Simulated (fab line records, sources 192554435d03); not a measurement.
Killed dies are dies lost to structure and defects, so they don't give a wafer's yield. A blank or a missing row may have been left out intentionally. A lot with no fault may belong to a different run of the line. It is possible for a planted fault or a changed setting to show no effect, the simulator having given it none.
fab line records | flow n5-finfet
record: lots: 10 wafers: 30 last-day: 18
route steps=1938 shown GATE_CUT@503 BEOL_M4@1111 PASSIVATION@1936
lots that met no fault: taken from a fault-free run of the same line
start-h: hours from the record's opening day to when the first of the lot's shown wafers began | wait-h: time in hours since the lot's previous step | " same as the row above | L1.1+2: a row that stands for several wafers | - no value, or no start was given | * or withheld: withheld | < > ~ a bound
route shown NAME@n: NAME is a module with steps in the file, n the number in the route of the first one | usual: mean/standard deviation taken from wafers without a fault | same: alike in all rows | chamber/n: place in a boat | sites: the reading at each site | _std_site: how widely they spread, as a standard deviation | _edge_site: outer sites' mean less inner sites' | radius-mm: for every site, how far away it sits from the centre of the wafer | mask NAME#n: copy n | behind: the last tool/chamber to shape the wafer | hold: what put the lot on hold/how long, in hours/how the hold closed | device: the transistor (n, p or np) that didn't switch | end of line: tests of these same wafers at the route's end | where a step has no rows: the recipe by itself | killed: dies that structure and defects cost at the first sort, which is not the same as the wafer's yield | map: the dies of a wafer, with x for killed, . for not killed, _ for no die there
set.NAME: setting as actually run; set.NAME@STEP: the setting as run at that earlier step | model.NAME: the simulator's own value behind a step, which no gauge read
one table for each step of the route and one row for each wafer, over a sample of lots
services: from which hour (start-h, from the record's first day; less than 0 if before it) a tool's chamber was out of use, for how many hours, and why
== steps ==
step: N5_GATE_CUT_ETCH_47
recipe: chemistry: Cl2/BCl3 target: SiO2 target-depth-a: 100 pressure-mtorr: 10 icp-w: 1000 bias-w: 126 Cl2_flow_sccm: 53.25 bcl3-flow-sccm: 21.75 Ar_flow_sccm: 25
usual: drypump-motor-current-A: 5.8/0.34 oes-product-au: 0.80/0.12 throttle-valve-pct: 22.80/0.15
columns lot.wafer tool chamber start-h wait-h drypump-motor-current-A oes-product-au rf-hours-counter-h throttle-valve-pct
L442.1 rie-metal-03 0 88.27 0.1 5.5 0.78 49 22.93
L442.5 " 0 " " 5.4 0.78 - 22.93
L442.6 " 0 " " 5.5 0.77 - 22.94
L443.1 rie-metal-03 1 94.50 0.0 5.6 0.97 0 22.67
L443.3 " 1 " " 5.6 0.96 - 22.68
L443.4 " 0 " " 5.5 0.78 - 22.95
L446.2 rie-metal-03 1 111.75 0.0 5.6 0.93 2 22.69
L446.3 " 0 " " 5.4 0.77 - 22.96
L446.4 " 1 " " 5.6 0.94 - 22.68
L448.1 rie-metal-01 1 127.86 0.1 6.2 0.65 99 22.71
L448.4 " 1 " " 6.2 0.65 - 22.70
L448.6 " 1 " " 6.2 0.64 - 22.71
L452.1 rie-metal-01 1 153.79 0.0 6.2 0.64 102 22.71
L452.4 " 1 " " 6.2 0.64 - 22.72
L452.6 " 0 " " 6.1 0.95 - 22.64
L453.1 rie-metal-03 0 155.92 0.0 5.4 0.77 54 22.97
L453.4 " 0 " " 5.5 0.78 - 22.96
L453.5 " 0 " " 5.4 0.77 - 22.95
L454.3 rie-metal-02 1 161.99 0.0 5.7 1.01 - 22.80
L454.4 " 0 " " 5.3 0.75 - 23.05
L454.6 " 1 " " 5.7 1.01 - 22.80
L456.1 rie-metal-03 1 176.05 0.0 5.6 0.89 7 22.70
L456.2 " 0 " " 5.5 0.75 56 22.98
L456.4 " 0 " " 5.5 0.76 - 22.96
L463.1 rie-metal-02 0 215.82 0.0 5.3 0.73 50 23.07
L463.2 " 1 " " 5.7 0.95 4 22.80
L463.5 " 1 " " 5.7 0.94 - 22.81
L464.1 rie-metal-01 1 223.05 0.0 6.3 0.63 108 22.74
L464.4 " 0 " " 6.1 0.89 - 22.64
L464.6 " 1 " " 6.3 0.63 - 22.74
step: N5_GATE_CUT_VAPOR_ETCH_48
recipe: chemistry: BCl3/Cl2 target: TiN mode: isotropic
usual: drypump-motor-current-A: 5.8/0.35 oes-product-au: 0.80/0.12
columns lot.wafer tool chamber start-h wait-h drypump-motor-current-A oes-product-au
L442.1 rie-metal-03 0 88.33 0.1 5.4 0.77
L442.5 " 0 " " 5.5 0.77
L442.6 " 0 " " 5.5 0.78
L443.1 rie-metal-03 1 94.53 0.0 5.6 0.96
L443.3 " 1 " " 5.6 0.95
L443.4 " 0 " " 5.4 0.76
L446.2 rie-metal-03 1 111.78 0.0 5.6 0.93
L446.3 " 0 " " 5.5 0.76
L446.4 " 1 " " 5.6 0.94
L448.1 rie-metal-01 1 127.92 0.1 6.2 0.64
L448.4 " 1 " " 6.2 0.64
L448.6 " 1 " " 6.3 0.64
L452.1 rie-metal-01 1 153.82 0.0 6.3 0.64
L452.4 " 1 " " 6.2 0.64
L452.6 " 0 " " 6.1 0.94
L453.1 rie-metal-03 0 155.95 0.0 5.4 0.77
L453.4 " 0 " " 5.4 0.77
L453.5 " 0 " " 5.5 0.76
L454.3 rie-metal-02 1 162.02 0.0 5.7 1.02
L454.4 " 0 " " 5.3 0.75
L454.6 " 1 " " 5.7 1.01
L456.1 rie-metal-03 1 176.08 0.0 5.6 0.90
L456.2 " 0 " " 5.5 0.76
L456.4 " 0 " " 5.5 0.77
L463.1 rie-metal-02 0 215.85 0.0 5.3 0.73
L463.2 " 1 " " 5.7 0.95
L463.5 " 1 " " 5.7 0.96
L464.1 rie-metal-01 1 223.08 0.0 6.2 0.63
L464.4 " 0 " " 6.1 0.90
L464.6 " 1 " " 6.3 0.63
step: N5_GATE_CUT_STRIP_21
recipe: chemistry: N2/H2 time-s: 30 power-w: 1000 temp-c: 250 pressure-mtorr: withheld n2-flow-sccm: 1750 h2-flow-sccm: 3250
usual: drypump-motor-current-A: 5.4/0.45 h2-flow-sccm: 3251/9.1 heater-power-w: 333/24
columns lot.wafer tool chamber start-h wait-h drypump-motor-current-A h2-flow-sccm heater-power-w rf-hours-counter-h
L442.1 plasma-asher-02 0 88.53 0.1 5.7 3246 298 88
L442.5 " 0 " " 5.7 3252 297 -
L442.6 " 1 " " 5.0 3241 344 -
L443.1 plasma-asher-02 0 94.64 0.0 5.7 3250 292 89
L443.3 " 0 " " 5.7 3230 303 -
L443.4 " 1 " " 5.0 3255 346 -
L446.2 plasma-asher-02 0 111.89 0.0 5.7 3256 307 92
L446.3 " 0 " " 5.7 3238 298 -
L446.4 " 1 " " 5.0 3259 351 -
L448.1 plasma-asher-02 1 128.12 0.1 5.0 3240 347 96
L448.4 " 0 " " 5.7 3257 296 -
L448.6 " 1 " " 5.0 3231 356 -
L452.1 plasma-asher-02 1 153.93 0.0 5.0 3252 348 100
L452.4 " 0 " " 5.7 3248 294 -
L452.6 " 1 " " 5.0 3251 349 -
L453.1 plasma-asher-02 1 156.06 0.0 - - - -
L453.4 " 0 " " - - - -
L453.5 " 0 " " - - - -
L454.3 plasma-asher-01 1 162.32 0.2 - - - -
L454.4 " 0 " " - - - -
L454.6 " 1 " " - - - -
L456.1 plasma-asher-01 1 176.19 0.0 5.9 3261 359 58
L456.2 " 0 " " 4.9 3240 332 58
L456.4 " 0 " " 4.9 3235 318 -
L463.1 plasma-asher-01 0 215.96 0.0 4.9 3242 333 66
L463.2 " 1 " " 6.0 3252 359 66
L463.5 " 0 " " 4.9 3247 328 -
L464.1 plasma-asher-01 0 223.19 0.0 4.9 3248 330 67
L464.4 " 0 " " 4.9 3264 322 -
L464.6 " 0 " " 4.9 3243 328 -
step: N5_GATE_CUT_ALD_22
recipe: material: SiNx target-thk-a: 160 temp-c: 400 ald-precursor-family: SiH2I2 ald-co-reactant: N2/H2-plasma pulse-time-s: 1 ald-cycles: 320 purge-time-s: 2 co-reactant-purge-time-s: 2 pressure-torr: 2
usual: heater-power-w: 853/100 precursor-pulse-height-rel: 1.000/0.021
same: pulse-time-s: 1
columns lot.wafer tool chamber start-h wait-h heater-power-w precursor-pulse-height-rel
L442.1 ald-sin-04 0 88.70 0.0 818 1.036
L442.5 " 1 " " 716 1.034
L442.6 " 2 " " 976 0.979
L443.1 ald-sin-03 3 94.85 0.1 825 0.971
L443.3 " 0 " " 907 1.005
L443.4 " 2 " " 904 0.990
L446.2 ald-sin-03 2 112.05 0.0 891 1.000
L446.3 " 3 " " 851 1.027
L446.4 " 1 " " 772 1.026
L448.1 ald-sin-03 1 128.27 0.0 773 0.997
L448.4 " 0 " " 893 1.025
L448.6 " 1 " " 758 0.997
L452.1 ald-sin-03 1 154.18 0.1 774 1.004
L452.4 " 3 " " 852 1.065
L452.6 " 2 " " 877 1.000
L453.1 ald-sin-02 2 156.21 0.0 740 0.992
L453.4 " 3 " " 981 1.007
L453.5 " 2 " " 735 0.984
L454.3 ald-sin-04 0 162.49 0.0 825 0.997
L454.4 " 1 " " 717 0.956
L454.6 " 3 " " 998 0.970
L456.1 ald-sin-03 1 176.34 0.0 762 1.031
L456.2 " 2 " " 857 1.004
L456.4 " 3 " " 849 0.983
L463.1 ald-sin-04 3 216.17 0.1 980 0.988
L463.2 " 2 " " 994 1.041
L463.5 " 0 " " 833 1.016
L464.1 ald-sin-04 3 223.35 0.0 957 0.986
L464.4 " 0 " " 820 0.980
L464.6 " 1 " " 711 1.055
step: N5_BEOL_M4_RC_MEAS_101
usual: DIBL_N: 36.3/1.6 DIBL_P: 36.5/1.6 IOFF_N: 0.163/0.026 IOFF_P: 0.22/0.033 ION_N: 676/9.9 ION_P: 464/6.5 SS_N: 71.5/0.5 SS_P: 73.3/0.64 VT_N: 249.3/2.9 VT_P: -250/3.2
columns lot.wafer tool chamber start-h wait-h DIBL_N[mV/V] DIBL_P[mV/V] IOFF_N[nA/um] IOFF_P[nA/um] ION_N[uA/um] ION_P[uA/um] SS_N[mV/dec] SS_P[mV/dec] VT_N[mV] VT_P[mV]
L442.1 prober-01 0 193.13 0.0 37.5 36.8 0.167 0.23 666 457 71.6 74.2 248.8 -249
L442.5 " 0 " " 38.1 38.0 0.175 0.25 671 462 71.3 73.7 248.0 -244
L442.6 " 0 " " 38.2 38.0 0.187 0.26 680 468 72.5 74.3 248.9 -246
L443.1 prober-02 0 200.28 0.1 36.5 35.4 0.157 0.23 674 461 72.0 72.8 251.4 -249
L443.3 " 0 " " 38.0 37.1 0.188 0.26 685 476 72.2 73.8 244.5 -245
L443.4 " 0 " " 35.6 34.9 0.149 0.22 695 479 71.3 73.0 246.2 -246
L446.2 prober-02 0 208.37 0.2 36.9 37.9 0.179 0.22 673 463 71.6 74.8 245.1 -251
L446.3 " 0 " " 37.0 38.1 0.182 0.22 688 466 71.7 73.9 246.4 -250
L446.4 " 0 " " 35.6 36.5 0.160 0.20 697 464 70.8 74.3 248.8 -253
L448.1 prober-01 0 224.87 0.3 39.4 38.9 0.212 0.32 686 472 71.8 74.2 244.7 -242
L448.4 " 0 " " 35.7 35.8 0.142 0.25 662 470 70.8 73.1 251.3 -244
L448.6 " 0 " " 37.3 36.8 0.167 0.27 666 473 72.1 73.3 248.1 -246
L452.1 prober-01 0 257.76 0.0 35.7 35.7 0.159 0.22 679 465 71.2 73.0 248.4 -249
L452.4 " 0 " " 33.8 33.9 0.133 0.20 664 467 70.5 72.6 249.7 -249
L452.6 " 0 " " 35.4 36.0 0.158 0.23 672 460 71.8 73.0 250.1 -248
L453.1 prober-01 0 260.83 0.0 37.5 35.6 0.161 0.20 663 456 71.9 73.3 252.3 -250
L453.4 " 0 " " 34.1 32.7 0.115 0.16 668 463 70.8 72.8 254.0 -252
L453.5 " 0 " " 36.3 35.0 0.142 0.19 655 449 71.8 72.9 250.3 -253
L454.3 prober-02 0 262.66 0.3 34.6 35.7 0.129 0.19 658 457 71.6 72.6 253.8 -253
L454.4 " 0 " " 34.3 35.6 0.123 0.19 671 467 71.3 72.8 253.7 -250
L454.6 " 0 " " 36.5 38.5 0.157 0.22 670 464 71.7 72.6 250.7 -250
L456.1 prober-02 0 266.32 0.0 33.4 33.8 0.116 0.16 656 456 70.8 72.8 254.8 -256
L456.2 " 0 " " 36.1 36.6 0.158 0.20 679 457 71.7 73.6 248.3 -253
L456.4 " 0 " " 36.3 36.6 0.153 0.19 669 459 71.2 73.0 251.0 -253
L463.1 prober-01 0 316.29 0.0 36.0 37.1 0.169 0.22 669 465 71.8 73.4 249.5 -250
L463.2 " 0 " " 34.9 35.2 0.145 0.19 662 456 71.6 73.5 252.3 -251
L463.5 " 0 " " 35.7 36.3 0.164 0.22 672 462 71.7 73.8 250.3 -248
L464.1 prober-01 0 320.48 0.0 36.3 35.8 0.173 0.24 681 463 71.5 73.2 246.1 -246
L464.4 " 0 " " 36.5 35.5 0.165 0.23 671 462 72.0 74.0 247.7 -246
L464.6 " 0 " " 38.5 39.0 0.217 0.30 696 473 72.0 74.1 243.8 -245
step: N5_PASSIVATION_PROBE_49
usual: defect-limited-yield: 91.2/1.5 killed_at_M0_to_M3: 32/9.6 killed_at_M4_up: 13/5.3 killed-at-contacts: 13/6.7 killed-at-front-end: 42/11 killed-at-other: 3.8/2.9 killed-dies: 103/17 killed-on-rim: 14/4.4 killed-open: 67/13 killed-short: 35/7.9 sort_bin_5_function: 5.2/0.94 sort_bin_6_memory: 3.3/0.64 sort-n-pass: 1077/17 sort-yield-pct: 91.2/1.5
same: gross-dies: 1180 killed-at-back-side: 0 sort_bin_4_leakage[%]: 0 sort_bin_8_speed[%]: 0
columns lot.wafer tool chamber start-h wait-h defect-limited-yield[%] killed_at_M0_to_M3 killed_at_M4_up killed-at-contacts killed-at-front-end killed-at-other killed-dies killed-on-rim killed-open killed-short sort_bin_5_function[%] sort_bin_6_memory[%] sort-n-pass sort-yield-pct[%]
L453.1 prober-02 - 371.17 0.0 86.4 34 8 22 92 5 161 28 84 76 8.1 5.0 1019 86.4
L453.4 prober-02 - 371.32 0.2 86.7 30 10 20 94 3 157 23 96 59 7.7 4.7 1023 86.7
L453.5 prober-02 - 371.37 0.2 84.6 43 10 15 113 1 182 22 112 70 9.2 5.8 998 84.6
L454.3 prober-01 - 376.48 0.1 86.9 21 7 13 104 10 155 19 97 57 8.3 4.2 1025 86.9
L454.4 prober-01 - 376.53 0.2 89.4 13 4 14 92 2 125 18 77 47 6.1 3.9 1055 89.4
L454.6 prober-01 - 376.63 0.3 87.0 35 11 13 89 5 153 22 83 70 7.6 4.9 1027 87.0
killed by level:class
L453.1 GATE_CUT:geometric-particle:open=29 GATE_CUT:geometric-particle:short=29 MOL_CONTACT_COAG:geometric-particle:open=16 FIN_SAQP:geometric-particle:short=12 BEOL_M0_SAQP:geometric-particle:short=11 BEOL_M0_SAQP:geometric-particle:open=9 FIN_SAQP:geometric-particle:open=8 MOL_CONTACT_COAG:geometric-particle:short=6
L453.4 GATE_CUT:geometric-particle:short=28 GATE_CUT:geometric-particle:open=28 MOL_CONTACT_COAG:geometric-particle:open=14 STI_FIN_REVEAL:geometric-particle:open=13 FIN_SAQP:geometric-particle:open=9 BEOL_M0_SAQP:geometric-particle:short=7 DUMMY_GATE:geometric-particle:open=5 MOL_CONTACT_COAG:geometric-particle:short=5
L453.5 GATE_CUT:geometric-particle:open=31 GATE_CUT:geometric-particle:short=29 FIN_SAQP:geometric-particle:short=15 FIN_SAQP:geometric-particle:open=13 BEOL_M2:geometric-particle:open=13 STI_FIN_REVEAL:geometric-particle:open=12 MOL_CONTACT_COAG:geometric-particle:open=10 BEOL_M0_SAQP:geometric-particle:short=7
L454.3 GATE_CUT:geometric-particle:open=38 GATE_CUT:geometric-particle:short=28 FIN_SAQP:geometric-particle:open=11 MOL_CONTACT_COAG:geometric-particle:open=11 BEOL_M0_SAQP:geometric-particle:short=8 FIN_SAQP:geometric-particle:short=6 DUMMY_GATE:geometric-particle:open=5 BEOL_M0_SAQP:geometric-particle:open=5
L454.4 GATE_CUT:geometric-particle:open=29 GATE_CUT:geometric-particle:short=29 MOL_CONTACT_COAG:geometric-particle:open=13 FIN_SAQP:geometric-particle:open=12 FIN_SAQP:geometric-particle:short=7 STARTING-WAFER:geometric-particle:open=6 STI_FIN_REVEAL:geometric-particle:open=4 BEOL_M0_SAQP:geometric-particle:open=4
L454.6 GATE_CUT:geometric-particle:short=30 GATE_CUT:geometric-particle:open=30 BEOL_M0_SAQP:geometric-particle:open=11 FIN_SAQP:geometric-particle:short=10 FIN_SAQP:geometric-particle:open=9 MOL_CONTACT_COAG:geometric-particle:open=9 BEOL_M0_SAQP:geometric-particle:short=7 BEOL_M1:geometric-particle:open=5
== services ==
columns tool chamber start-h hours kind
rie-metal-03 1 69.07 - clean
rie-metal-03 1 69.07 20.5 scheduled-down
rie-metal-03 1 69.07 20.5 vent-cycle
ald-sin-04 1 73.53 2.1 repair
rie-metal-02 0 81.29 16.5 repair
rie-metal-01 0 103.51 - clean
rie-metal-01 0 103.51 27.0 scheduled-down
rie-metal-01 0 103.51 27.0 vent-cycle
rie-metal-02 - 108.99 2.8 pm
ald-sin-02 - 112.02 6.1 pm
rie-metal-02 1 145.23 - clean
rie-metal-02 1 145.23 16.0 scheduled-down
rie-metal-02 1 145.23 16.0 vent-cycle
plasma-asher-02 - 160.82 2.8 pm
ald-sin-04 - 164.71 0.3 repair
ald-sin-02 - 176.79 14.0 pm
ald-sin-02 0 176.79 14.0 vent-cycle
ald-sin-02 1 176.79 14.0 vent-cycle
ald-sin-02 2 176.79 14.0 vent-cycle
ald-sin-02 3 176.79 14.0 vent-cycle
ald-sin-02 0 190.79 - clean
ald-sin-02 1 190.79 - clean
ald-sin-03 - 204.96 6.0 pm
ald-sin-02 3 205.50 4.2 repair
== key ==
first-sign: step: N5_GATE_CUT_STRIP_21 reading: tool-record direction: missing
effect: step: N5_PASSIVATION_PROBE_49 reading: killed-at-front-end direction: up sigmas: 4.8 usual: 42 struck: 97
more-kills-born-at: N5_GATE_CUT_STRIP_21@plasma-asher-01: 170 N5_GATE_CUT_STRIP_21@plasma-asher-02: 163
met-at N5_GATE_CUT_STRIP_21
struck-lots L453,L454
not-acting-at N5_GATE_CUT_ETCH_47,N5_GATE_CUT_VAPOR_ETCH_48,N5_GATE_CUT_ALD_22
onset-between 153.93 156.06
fault: kind: skipped-step-whole tool: plasma-asher-01,plasma-asher-02 chamber: - onset-h: 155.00 steps: N5_GATE_CUT_STRIP_21 scope: struck-lots-only
